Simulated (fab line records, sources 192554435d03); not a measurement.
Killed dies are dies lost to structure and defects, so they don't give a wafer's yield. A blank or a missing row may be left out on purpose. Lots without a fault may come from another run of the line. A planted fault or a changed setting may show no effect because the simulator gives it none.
Chamber matching | flow n5_finfet | N5_STI_FIN_REVEAL_ALD_00 on ald_sin-02: 4 sister chambers
The step deposits SiO2, target thk 1 nm, pulse time 1 s. 4 wafers are shown with their chamber, then 8 later ones without.

WAFERS WITH THEIR CHAMBER
wafer  | chamber | heater_power_w (W)
L084.6 | 1       | 426
L087.5 | 3       | 466
L087.6 | 2       | 483
L093.1 | 0       | 501

WAFERS WITHOUT THEIR CHAMBER
wafer  | heater_power_w (W)
L093.4 | 422
L093.5 | 461
L094.2 | 502
L094.3 | 501
L094.4 | 437
L096.2 | 497
L096.3 | 420
L096.6 | 464

WHICH CHAMBER EACH WENT THROUGH
wafer  | from the rows above     | in truth
L093.4 | 1                       | 1
L093.5 | 3                       | 3
L094.2 | 0                       | 0
L094.3 | 0                       | 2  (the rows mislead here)
L094.4 | 1                       | 1
L096.2 | can't be placed: 0 or 2 | 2
L096.3 | 1                       | 1
L096.6 | 3                       | 3
Placed correctly: 6 of 8. Can't be placed from these rows: 1 (the true chamber is among the candidates in 1). Placed wrongly: 1.
How it was worked out, from the rows above alone: a wafer's distance from a chamber is the root of the sum, over the readings, of the square of ((its reading less the chamber's mean) divided by the reading's scatter). The wafer belongs to the nearest chamber; if the next one is less than 2 further off, it can't be placed. A chamber's mean is the mean of its shown wafers. The scatter: with one shown wafer a chamber, the root of the mean of the squares of how far each hidden wafer lies from its nearest shown one.
